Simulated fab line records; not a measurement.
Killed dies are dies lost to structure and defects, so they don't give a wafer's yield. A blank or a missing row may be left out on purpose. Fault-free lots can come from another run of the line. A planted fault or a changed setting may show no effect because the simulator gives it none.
Chamber matching -- flow n5-finfet -- ald-metal-01 running N5_BEOL_M5_ALD_86: 4 sister chambers
The step deposits TaN, pulse time 2 s, purge time 3 s, co reactant purge time 2 s. 8 wafers are shown with their chamber, then 11 later ones without.

EACH WAFER AND ITS CHAMBER
wafer,chamber,heater-power-w (W),mfc-carrier-sccm (sccm)
L075.4,1,492,1501
L080.1,3,417,1493
L083.2,3,425,1505
L083.5,2,453,1501
L089.3,2,452,1503
L089.4,1,484,1505
L089.5,0,346,1504
L091.1,0,367,1503

WAFERS MISSING THEIR CHAMBER
wafer,heater-power-w (W),mfc-carrier-sccm (sccm)
L091.3,458,1506
L091.4,486,1501
L092.2,422,1494
L092.5,424,1501
L092.6,346,1496
L093.1,351,1504
L093.2,479,1503
L093.3,429,1504
L095.2,414,1504
L095.4,446,1500
L095.5,474,1504

THE CHAMBER EACH PASSED THROUGH
wafer,from the rows above,in truth
L091.3,2,2
L091.4,1,1
L092.2,3,3
L092.5,3,3
L092.6,0,0
L093.1,0,0
L093.2,1,1
L093.3,can't be placed: 3 or 2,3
L095.2,3,3
L095.4,2,2
L095.5,can't be placed: 1 or 2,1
Correctly placed: 9 of 11. Cannot be placed on the basis of these rows: 2; the candidates contain the true chamber in 2. Number placed wrongly: 0.
How it was worked out, from the rows above alone: a wafer's distance from a chamber is the root of the sum, over the readings, of the square of ((its reading less the chamber's mean) divided by the reading's scatter). The wafer belongs to the nearest chamber; if the next one is less than 2 further off, it can't be placed. For every chamber, the mean is computed from those of its wafers that are shown. How the scatter is found: for the shown wafers, subtract from each reading the mean of its chamber, square and add these, divide the total by (wafers less chambers), then take the root.
